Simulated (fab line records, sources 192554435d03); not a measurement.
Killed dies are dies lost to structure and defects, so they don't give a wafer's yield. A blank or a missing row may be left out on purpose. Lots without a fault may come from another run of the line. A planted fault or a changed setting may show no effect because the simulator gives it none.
A struck lot beside a sound one | flow n5_finfet | 36 steps out of a route of 1938
Sound: wafers L618.4, L618.5, L618.6. Struck: wafer L613.5. (L613.1 of the same lot was not struck and is left out.) The cause comes at the end.
At each step with rows: each side's tool, then ch and its chambers, then its first start. Under that, the readings that differ: sound wafers | struck wafers | difference of the means | sigmas: that difference in standard deviations of wafers without a fault.
alike: readings whose means differ by less than 2 such deviations, and words and numbers that are the same on both sides. not compared: withheld readings, readings that some wafer has no value for, bounds like >300 that may hide the same value, and numbers for which the record gives no deviation and whose values overlap.
The two part at a step that has a row with sigmas, a row that says differs or no value, or rows on one side only. Numbers that don't overlap but have no deviation are shown without sigmas and don't part them. A reading that every wafer of one side lacks parts them only if that side has two wafers or more.

first, 8 steps without rows for these wafers: N5_BEOL_M9_SPUTTER_48 (material Cu, target thk 12 nm, time 2 s); N5_BEOL_M9_ECD_50 (material Cu, target thk 318 nm); N5_BEOL_M9_ANNEAL_51 (time 90 s); N5_BEOL_M9_CMP_52 (polishes, stops on SiCOH lowk, t overpolish 7 s, target thk 140 nm); N5_BEOL_M9_PRE_CLEAN_55 (time 15 s); N5_BEOL_M9_DEP_56 (deposits SiCN from 3MS/NH3, target thk 15 nm, time 26.5 s); N5_BEOL_M10_ILD_DEP_00 (deposits SiCOH lowk from DEMS/porogen, target thk 308.51 nm, time 58 s); N5_BEOL_M10_CURE_71 (cures SiCOH lowk, time 240 s).
N5_BEOL_M10_PECVD_70: deposits SiO2 from TEOS/O2, target thk 20 nm, time 22.7 s.
  sound on pecvd-01 ch 0,1,2, day 14 21:41; struck on pecvd-03 ch 2, day 13 14:25
  reading                                     | sound          | struck | difference | sigmas
  model.SiO2_of_BEOL_M10_PECVD_70.thk_nm (nm) | 20.2 19.8 19.6 | 29.2   | +9.3       |
  alike: heater_power_w, showerhead_plenum_p_Torr, throttle_valve_pct
then, 24 steps without rows for these wafers: N5_BEOL_M10_HM_DEP_02 (deposits TiN, target thk 20 nm); N5_BEOL_M10_COAT_59 (time 60 s, resist thk 100 nm); N5_BEOL_M10_COAT_60 (time 60 s, resist thk 30 nm); N5_BEOL_M10_COAT_05 (resist thk 90 nm); N5_BEOL_M10_EBR_07; N5_BEOL_M10_SOFTBAKE_06 (time 60 s); N5_BEOL_M10_EXPOSE_08 (exposes mask M10); N5_BEOL_M10_PEB_09 (peb time 60 s); N5_BEOL_M10_DEVELOP_10 (develop time 30 s); N5_BEOL_M10_DESCUM_16 (chemistry O2, time 7.9 s); N5_BEOL_M10_ETCH_61 (etches SiARC in CF4, target depth 39 nm, time 65 s); N5_BEOL_M10_ETCH_62 (etches SOC in N2/H2, target depth 110 nm, overetch 22 nm, time 165 s); N5_BEOL_M10_STRIP_68 (strips in N2/H2); N5_BEOL_M10_STRIP_67 (strips in CF4); N5_BEOL_M10_HM_OPEN_17 (chemistry Cl2/BCl3, target TiN, target depth 20 nm, overetch 6 nm); N5_BEOL_M10_STRIP_19 (strips in O2); N5_BEOL_M10_COAT_63 (time 60 s, resist thk 100 nm); N5_BEOL_M10_COAT_64 (time 60 s, resist thk 30 nm); N5_BEOL_M10_COAT_22 (resist thk 90 nm); N5_BEOL_M10_EBR_24; N5_BEOL_M10_SOFTBAKE_23 (time 60 s); N5_BEOL_M10_EXPOSE_25 (exposes mask V9); N5_BEOL_M10_PEB_26 (peb time 60 s); N5_BEOL_M10_DEVELOP_27 (develop time 30 s).
N5_BEOL_M10_HM_STRIP_39: strips TiN in peroxide tin strip, target depth 25 nm, time 158 s.
  sound on wet_bench-05 ch 3,5,6, day 15 03:09; struck on wet_bench-04 ch 2, day 13 17:15
  reading                                     | sound        | struck | difference | sigmas
  model.SiO2_of_BEOL_M10_PECVD_70.thk_nm (nm) | 20 19.8 19.4 | 29     | +9         |
  alike: bath_heat_duty_pct, temp_c
N5_BEOL_M10_CMP_52: polishes, stops on SiCOH lowk, t overpolish 7 s, target thk 140 nm.
  sound on cmp-03 ch 0,1,3, day 15 05:14; struck on cmp-03 ch 0, day 13 20:11
  reading                      | sound          | struck | difference | sigmas
  barrier_field_endpoint_s (s) | 29.9 29.6 29.5 | 40.4   | +10.7      | +13
  alike: motor_current_A, platen_rpm
N5_PASSIVATION_PROBE_49:
  sound on prober-01, day 17 04:49; struck on prober-01, day 15 14:32
  alike: defect_limited_yield, killed_at_M0_to_M3, killed_at_M4_up, killed_at_contacts, killed_at_front_end, killed_at_other, killed_dies, killed_open, killed_short, sort_bin_4_leakage, sort_bin_5_function, sort_bin_6_memory, sort_n_pass, sort_yield_pct

WHERE THEY PART
Only at N5_BEOL_M10_CMP_52, within this record. Later steps at which nothing parts them and some readings are alike: N5_PASSIVATION_PROBE_49.

WHY: what the simulator had put in
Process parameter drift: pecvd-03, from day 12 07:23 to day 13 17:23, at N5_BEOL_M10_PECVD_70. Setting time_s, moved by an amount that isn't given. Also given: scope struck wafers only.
